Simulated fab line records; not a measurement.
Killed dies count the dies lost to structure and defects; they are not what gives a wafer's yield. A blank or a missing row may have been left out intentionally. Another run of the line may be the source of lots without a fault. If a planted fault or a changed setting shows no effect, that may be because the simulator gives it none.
Matching of chambers    flow n5Finfet    N5_BEOL_M1_ILD_DEP_00 on pecvd-04: 3 sister chambers
The step deposits SiOC from DEMS/O2, target thk 79 nm, time 15.3 s. 22 wafers are shown with their chamber, then 11 later ones without.

== WAFERS, EACH WITH ITS CHAMBER ==
wafer   chamber  throttleValvePct (%)  showerheadPlenumPTorr (Torr)  heaterPowerW (W)
L078.1  0        11.7                  5.698                         408
L078.4  2        11.6                  5.687                         573
L078.6  0        11.9                  5.694                         417
L080.3  1        12.6                  5.711                         587
L080.4  2        11.7                  5.701                         502
L080.5  1        12.6                  5.722                         593
L082.3  1        12.6                  5.725                         591
L082.4  2        11.6                  5.679                         602
L082.5  0        11.9                  5.697                         402
L084.2  1        12.8                  5.729                         531
L084.3  2        11.5                  5.691                         617
L084.6  2        11.7                  5.703                         622
L086.1  0        11.8                  5.694                         438
L086.3  2        11.6                  5.689                         527
L086.5  2        11.8                  5.701                         529
L087.1  1        12.5                  5.721                         602
L087.5  0        12.1                  5.710                         453
L087.6  2        11.6                  5.696                         595
L088.1  2        11.4                  5.688                         518
L088.3  1        12.6                  5.715                         482
L088.4  1        12.6                  5.716                         494
L091.2  0        11.6                  5.690                         468

SIGNATURES (means of the wafers above)
reading                chamber 0  chamber 1  chamber 2  scatter within a chamber
throttleValvePct       11.833     12.614     11.611     0.128
showerheadPlenumPTorr  5.69717    5.71986    5.69278    0.00719
heaterPowerW           431.00     554.29     565.00     43.7
Rule: a wafer's distance from a chamber is the root of the sum, over the readings, of the square of ((its reading less the chamber's mean) divided by the reading's scatter). If the next closest chamber is less than 2 further off than the closest, the wafer can't be placed; otherwise it belongs to the closest. The scatter: take each reading less its chamber's mean, square it, sum over the shown wafers, divide by the number of wafers less the number of chambers, and take the root.

== WAFERS WHOSE CHAMBER IS MISSING ==
wafer   throttleValvePct (%)  showerheadPlenumPTorr (Torr)  heaterPowerW (W)
L091.3  12.9                  5.720                         605
L091.6  12.6                  5.717                         606
L092.1  11.6                  5.700                         456
L092.2  12.7                  5.735                         517
L092.3  11.7                  5.692                         577
L093.3  11.6                  5.694                         581
L093.4  11.6                  5.686                         593
L093.6  12.7                  5.723                         580
L097.3  13.0                  5.720                         537
L097.5  12.7                  5.719                         558
L097.6  11.8                  5.708                         452

== WHICH CHAMBER EACH WENT THROUGH ==
wafer   from the rows above      in truth
L091.3  1                        1
L091.6  1                        1
L092.1  can't be placed: 0 or 2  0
L092.2  1                        1
L092.3  2                        2
L093.3  2                        2
L093.4  2                        2
L093.6  1                        1
L097.3  1                        1
L097.5  1                        1
L097.6  0                        0
Correct placement for 10 of the 11. From these rows, 1 cannot be placed; in 1 the true chamber is one of the candidates. 0 placed wrongly.
